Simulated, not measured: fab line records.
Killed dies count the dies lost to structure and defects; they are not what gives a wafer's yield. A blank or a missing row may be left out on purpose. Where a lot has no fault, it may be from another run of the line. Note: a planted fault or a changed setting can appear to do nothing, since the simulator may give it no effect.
fab line records    flow nandHarc
[record] lots = 14  wafers = 42  lastDay = 34
route steps=1302 shown P_M1@298
lots that met no fault: taken from a fault-free run of the same line
startH: start of the lot's first displayed wafer, in hours after the record's first day    waitH: hours since the lot's step before    " identical to the entry in the row above    L1.1+2: a single row standing in for several wafers    - no value, or no start given    * or withheld: withheld    < > ~ a bound
route shown NAME@n: NAME is a module with steps in the file, n the number in the route of the first one    usual: the fault-free wafers' mean and standard deviation    same: alike in all rows    chamber/n: place in a boat    sites: per-site readings    _std_site: the values' standard deviation    _edge_site: the outer-site mean with the inner-site mean subtracted    radiusMm: for every site, how far away it sits from the centre of the wafer    mask NAME#n: copy n    behind: the last tool/chamber to shape the wafer    hold: what put the lot on hold/how long, in hours/how the hold closed    device: the n, p or np transistor that did not switch    end of line: the route-end tests of the same wafers    a step given without rows: its recipe and nothing more    killed: not the wafer's yield, but the dies lost to structure and defects at the first sort    map: a wafer's dies, marking killed ones x, the rest . and places with no die _
set.NAME: setting as actually run; set.NAME@STEP: the setting as run at that earlier step    model.NAME: the simulator's own value behind a step, which no gauge read
route steps across a sampled set of lots; one table per step, one row per wafer
services: when a tool's chamber went out of use (startH, in hours from the record's first day, below 0 if earlier), for how many hours, and the reason
[[steps]]
[step NHARC_P_M1_DESCUM_14]
[recipe] timeS = 3  o2FlowSccm = 200  arFlowSccm = 0  biasPowerW = 0  chemistry = O2
[usual] chamberPressureMTorr = 60.00/0.056  drypumpMotorCurrentA = 5.6/0.49  oesProductAu = 1.002/0.013  rfVppV = 57.8/0.84  showerheadPlenumPTorr = 1.94/0.082  throttleValvePct = 11.312/0.0096
lot.wafer  tool        chamber  startH  waitH  chamberPressureMTorr  drypumpMotorCurrentA  oesProductAu  rfHoursCounterH  rfVppV  showerheadPlenumPTorr  throttleValvePct
L178.2     rieDiel-12  2        133.90  0.1    60.08                 5.7                   0.980         12               57.2    1.98                   11.302
L178.3     "           0        "       "      59.99                 6.1                   0.983         10               56.6    2.06                   11.311
L178.6     "           1        "       "      60.04                 5.2                   1.021         -                57.7    1.78                   11.322
L177.2     rieDiel-12  2        134.73  0.1    60.01                 5.6                   1.003         12               58.3    1.98                   11.316
L177.4     "           3        "       "      60.05                 5.1                   1.020         12               57.3    1.84                   11.321
L177.5     "           2        "       "      59.97                 5.6                   1.000         -                58.3    1.98                   11.317
L179.2     rieDiel-03  0        147.66  0.1    59.95                 6.0                   1.008         3                58.6    2.00                   11.317
L179.3     "           1        "       "      59.98                 5.0                   1.021         2                58.0    1.87                   11.300
L179.1     "           2        "       "      60.06                 5.1                   0.994         2                57.7    2.04                   11.313
L180.4     rieDiel-03  0        165.96  0.1    59.89                 5.9                   0.994         4                57.8    2.00                   11.328
L180.1     "           2        "       "      59.95                 5.2                   0.984         4                57.1    2.04                   11.305
L180.5     "           0        "       "      59.89                 5.9                   0.994         -                57.9    2.00                   11.296
L181.2     rieDiel-06  1        168.70  0.1    59.93                 5.7                   1.002         3                56.7    2.00                   11.324
L181.6     "           2        "       "      59.95                 6.7                   0.995         -                56.1    1.83                   11.325
L181.4     "           0        "       "      60.11                 5.9                   0.992         -                58.3    1.95                   11.312
L184.1     rieDiel-03  3        191.60  0.1    60.02                 5.4                   0.978         7                57.2    1.99                   11.308
L184.3     "           0        "       "      60.04                 5.9                   0.999         6                56.7    2.00                   11.304
L184.4     "           1        "       "      59.98                 5.0                   1.025         7                57.0    1.87                   11.293
L188.4     rieDiel-03  0        231.96  0.1    60.08                 5.9                   1.006         9                57.9    2.00                   11.297
L188.3     "           2        "       "      60.04                 5.2                   0.996         10               59.3    2.03                   11.320
L188.5     "           3        "       "      59.92                 5.4                   0.998         -                58.5    1.98                   11.312
L189.1     rieDiel-03  2        255.31  0.1    59.94                 5.2                   1.003         11               58.5    2.03                   11.322
L189.3     "           3        "       "      60.06                 5.4                   0.999         10               56.1    1.98                   11.317
L189.6     "           2        "       "      60.08                 5.2                   1.003         -                58.4    2.03                   11.310
L194.2     rieDiel-06  3        306.06  0.1    60.03                 5.9                   1.004         11               58.9    1.89                   11.316
L194.4     "           0        "       "      59.99                 5.9                   1.013         15               57.6    1.95                   11.311
L194.5     "           3        "       "      60.01                 5.9                   1.006         -                58.5    1.89                   11.302
L196.3     rieDiel-03  3        321.24  0.1    59.97                 5.4                   0.992         1                58.6    1.98                   11.309
L196.4     "           0        "       "      59.99                 5.9                   1.018         1                56.8    2.00                   11.310
L196.5     "           3        "       "      59.99                 5.4                   0.993         -                57.7    1.98                   11.301
L197.4     rieDiel-06  1        325.23  0.1    60.01                 5.7                   0.986         0                58.0    2.00                   11.304
L197.1     "           2        "       "      59.96                 6.7                   0.984         0                56.8    1.82                   11.313
L197.3     "           0        "       "      59.97                 5.9                   0.981         0                57.9    1.95                   11.301
L198.4     rieDiel-06  3        336.79  0.1    59.93                 5.9                   0.999         2                57.9    1.89                   11.312
L198.6     "           3        "       "      59.94                 5.9                   0.997         -                57.6    1.89                   11.302
L198.5     "           0        "       "      59.92                 5.9                   0.979         -                57.8    1.95                   11.313
L199.1     rieDiel-03  1        346.38  0.1    59.93                 5.0                   1.003         4                57.3    1.86                   11.303
L199.2     "           2        "       "      59.97                 5.1                   1.007         4                57.5    2.03                   11.317
L199.5     "           1        "       "      59.99                 5.0                   1.001         -                57.5    1.87                   11.322
L200.4     rieDiel-03  3        351.25  0.1    60.08                 5.4                   1.001         3                57.5    1.98                   11.319
L200.2     "           1        "       "      60.04                 5.0                   1.003         4                58.0    1.86                   11.312
L200.6     "           0        "       "      59.99                 5.9                   1.028         -                58.1    2.00                   11.315
[step NHARC_P_M1_DEGAS_29]
[recipe] tempC = 250  timeS = 60
[usual] heaterPowerW = 346/33
lot.wafer  tool           chamber  startH  waitH  heaterPowerW
L178.3     pvdSputter-01  -        134.98  -      343
L178.2     "              -        "       "      287
L178.6     "              -        "       "      349
L177.2     pvdSputter-03  -        135.81  -      324
L177.4     "              -        "       "      390
L177.5     "              -        "       "      375
L179.2     pvdSputter-03  -        148.91  -      384
L179.1     "              -        "       "      289
L179.3     "              -        "       "      329
L180.1     pvdSputter-02  -        166.97  -      379
L180.4     "              -        "       "      336
L180.5     "              -        "       "      395
L181.4     pvdSputter-02  -        169.80  -      396
L181.2     "              -        "       "      336
L181.6     "              -        "       "      337
L184.4     pvdSputter-03  -        192.60  -      313
L184.3     "              -        "       "      347
L184.1     "              -        "       "      374
L188.4     pvdSputter-03  -        232.97  -      366
L188.3     "              -        "       "      317
L188.5     "              -        "       "      308
L189.1     pvdSputter-01  -        256.33  -      377
L189.3     "              -        "       "      287
L189.6     "              -        "       "      349
L194.4     pvdSputter-01  -        307.15  -      358
L194.2     "              -        "       "      349
L194.5     "              -        "       "      384
L196.4     pvdSputter-01  -        322.27  -      278
L196.3     "              -        "       "      340
L196.5     "              -        "       "      288
L197.3     pvdSputter-01  -        326.25  -      380
L197.1     "              -        "       "      284
L197.4     "              -        "       "      350
L198.4     pvdSputter-01  -        337.80  -      278
L198.5     "              -        "       "      293
L198.6     "              -        "       "      360
L199.1     pvdSputter-03  -        347.43  -      332
L199.2     "              -        "       "      371
L199.5     "              -        "       "      339
L200.4     pvdSputter-02  -        352.28  -      336
L200.2     "              -        "       "      369
L200.6     "              -        "       "      342
[step NHARC_P_M1_PRE_CLEAN_30]
[recipe] timeS = 30  tempC = 280  gas = H2/He
[usual] heaterPowerW = 424/39
lot.wafer  tool           chamber  startH  waitH  heaterPowerW
L178.3     pvdSputter-01  -        -       -      416
L178.2     "              -        "       "      452
L178.6     "              -        "       "      420
L177.2     pvdSputter-03  -        -       -      466
L177.4     "              -        "       "      479
L177.5     "              -        "       "      408
L179.2     pvdSputter-03  -        -       -      473
L179.1     "              -        "       "      368
L179.3     "              -        "       "      406
L180.4     pvdSputter-02  -        -       -      420
L180.1     "              -        "       "      386
L180.5     "              -        "       "      415
L181.2     pvdSputter-02  -        -       -      389
L181.4     "              -        "       "      489
L181.6     "              -        "       "      385
L184.3     pvdSputter-03  -        -       -      457
L184.1     "              -        "       "      368
L184.4     "              -        "       "      469
L188.3     pvdSputter-03  -        -       -      377
L188.4     "              -        "       "      450
L188.5     "              -        "       "      460
L189.3     pvdSputter-01  -        -       -      468
L189.1     "              -        "       "      433
L189.6     "              -        "       "      466
L194.2     pvdSputter-01  -        -       -      350
L194.4     "              -        "       "      428
L194.5     "              -        "       "      472
L196.3     pvdSputter-01  -        -       -      435
L196.4     "              -        "       "      457
L196.5     "              -        "       "      467
L197.3     pvdSputter-01  -        -       -      463
L197.4     "              -        "       "      354
L197.1     "              -        "       "      427
L198.4     pvdSputter-01  -        -       -      434
L198.5     "              -        "       "      352
L198.6     "              -        "       "      444
L199.1     pvdSputter-03  -        -       -      411
L199.2     "              -        "       "      469
L199.5     "              -        "       "      419
L200.4     pvdSputter-02  -        -       -      456
L200.2     "              -        "       "      382
L200.6     "              -        "       "      445
[step NHARC_P_M1_ECD_22]
[recipe] targetThkA = 4000  bathTempC = 25  material = Cu
lot.wafer   tool      chamber  startH  waitH
L178.2+3+6  ecdCu-02  1        135.33  -
L177.2+4+5  ecdCu-01  1,0,0    136.21  -
L179.2+1+3  ecdCu-01  1,0,1    149.27  -
L180.1+4+5  ecdCu-02  0,1,1    167.40  -
L181.2+4+6  ecdCu-02  0,1,0    170.21  -
L184.1+4+3  ecdCu-02  0,0,1    192.96  -
L188.4+3+5  ecdCu-02  1,0,0    233.43  -
L189.1+3+6  ecdCu-02  1,1,0    256.67  -
L194.2+4+5  ecdCu-01  0        307.50  -
L196.4+3+5  ecdCu-02  0,1,1    322.76  -
L197.1+3+4  ecdCu-01  1,0,1    326.65  -
L198.4+5+6  ecdCu-02  0,1,0    338.31  -
L199.1+2+5  ecdCu-01  1,0,0    347.79  -
L200.2+4+6  ecdCu-02  1,0,1    352.62  -
[step NHARC_P_M1_CMP_23]
[recipe] tOverpolishS = 20  targetThkNm = 157.82
[usual] motorCurrentA = 11.4/1  slurryFlowMlMin = 150.0/0.51  timeToEndpointS = 27/3.6
lot.wafer  tool    chamber  startH  waitH  motorCurrentA  slurryFlowMlMin  timeToEndpointS
L178.3     cmp-04  2        136.06  -      11.2           149.7            28
L178.2     "       1        "       "      12.5           150.9            29
L178.6     "       3        "       "      11.8           149.7            21
L177.2     cmp-03  1        136.88  -      11.8           150.2            27
L177.4     "       2        "       "      11.2           150.1            30
L177.5     "       1        "       "      11.3           149.6            26
L179.1     cmp-03  0        149.99  -      11.4           150.9            25
L179.3     "       2        "       "      11.3           150.0            29
L179.2     "       3        "       "      10.5           150.1            26
L180.4     cmp-04  3        168.07  -      11.6           149.5            20
L180.1     "       1        "       "      12.3           150.3            31
L180.5     "       3        "       "      12.7           150.4            22
L181.4     cmp-04  2        170.92  -      11.0           149.2            30
L181.2     "       0        "       "      9.4            149.4            28
L181.6     "       1        "       "      13.2           150.6            32
L184.1     cmp-04  1        194.04  -      12.0           149.2            26
L184.3     "       2        "       "      11.6           150.1            27
L184.4     "       3        "       "      11.3           150.0            21
L188.4     cmp-04  3        234.14  -      12.3           150.1            23
L188.3     "       0        "       "      9.6            150.5            14
L188.5     "       2        "       "      11.0           149.7            13
L189.3     cmp-03  0        257.42  -      11.2           149.5            24
L189.1     "       1        "       "      12.1           149.9            25
L189.6     "       0        "       "      11.9           150.5            9
L194.4     cmp-03  2        308.24  -      11.1           149.5            28
L194.2     "       3        "       "      10.7           150.6            25
L194.5     "       1        "       "      12.0           150.1            23
L196.3     cmp-04  2        323.48  -      11.7           149.7            26
L196.4     "       0        "       "      8.9            151.0            27
L196.5     "       1        "       "      12.2           150.1            29
L197.3     cmp-03  3        327.32  -      10.8           150.1            26
L197.1     "       0        "       "      11.9           149.7            23
L197.4     "       2        "       "      11.0           150.8            27
L198.4     cmp-04  3        338.98  -      11.7           150.1            23
L198.5     "       0        "       "      9.1            150.4            28
L198.6     "       1        "       "      12.3           149.8            29
L199.2     cmp-04  2        348.51  -      11.2           150.1            29
L199.1     "       0        "       "      9.0            149.8            28
L199.5     "       3        "       "      11.5           149.5            23
L200.2     cmp-04  2        353.34  -      11.1           149.7            29
L200.4     "       1        "       "      12.3           149.6            33
L200.6     "       2        "       "      11.5           150.4            32
[[services]]
tool           chamber  startH  hours  kind
cmp-04         -        111.02  4.0    pm
pvdSputter-01  -        128.42  5.4    repair
cmp-04         -        129.96  5.6    repair
rieDiel-03     2        133.84  2.6    repair
pvdSputter-01  -        168.59  2.0    repair
pvdSputter-03  -        170.00  10.0   pm
cmp-04         -        173.77  1.5    repair
rieDiel-03     3        191.86  1.6    repair
rieDiel-03     1        194.16  2.6    repair
cmp-04         -        194.49  2.8    repair
cmp-04         -        209.02  4.0    pm
pvdSputter-01  -        226.00  10.0   pm
ecdCu-02       -        234.13  4.4    repair
rieDiel-03     -        243.59  0.1    repair
ecdCu-02       -        244.61  8.0    pm
cmp-04         -        248.19  1.1    repair
rieDiel-03     -        254.66  0.1    repair
cmp-04         -        259.39  0.9    repair
rieDiel-03     3        266.46  11.2   repair
rieDiel-03     -        281.30  9.0    pm
rieDiel-03     3        304.22  4.9    repair
cmp-04         -        307.02  4.0    pm
cmp-04         -        313.01  3.4    repair
pvdSputter-03  -        348.00  10.0   pm
[[key]]
[firstSign] step = NHARC_P_M1_CMP_23  reading = timeToEndpointS  direction = down  sigmas = 4.2  usual = *  struck = *
effect none on later readings
metAt NHARC_P_M1_ECD_22
struckLots L188,L189
struckWafers L188.3,L188.5,L189.6
laterRowsLeftOut L188.3,L188.5,L189.6
sortLeftOut L188.3,L188.5,L189.6
notActingAt NHARC_P_M1_DESCUM_14,NHARC_P_M1_DEGAS_29,NHARC_P_M1_PRE_CLEAN_30
onsetBetween 192.96 233.43
[fault] kind = processParameterDrift  tool = ecdCu-02  chamber = 0  onsetH = 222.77  steps = NHARC_P_M1_ECD_22  channel = targetThkA  offset = *  shape = step  endH = 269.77  actsIn = *  stated = *
// sortLeftOut: the simulated sort isn't trusted on such a fault, so these wafers' sort isn't shown, and their yield isn't known
// laterRowsLeftOut: the simulator's readings of these wafers behind a module that went badly wrong aren't trusted and aren't shown, but for the sort
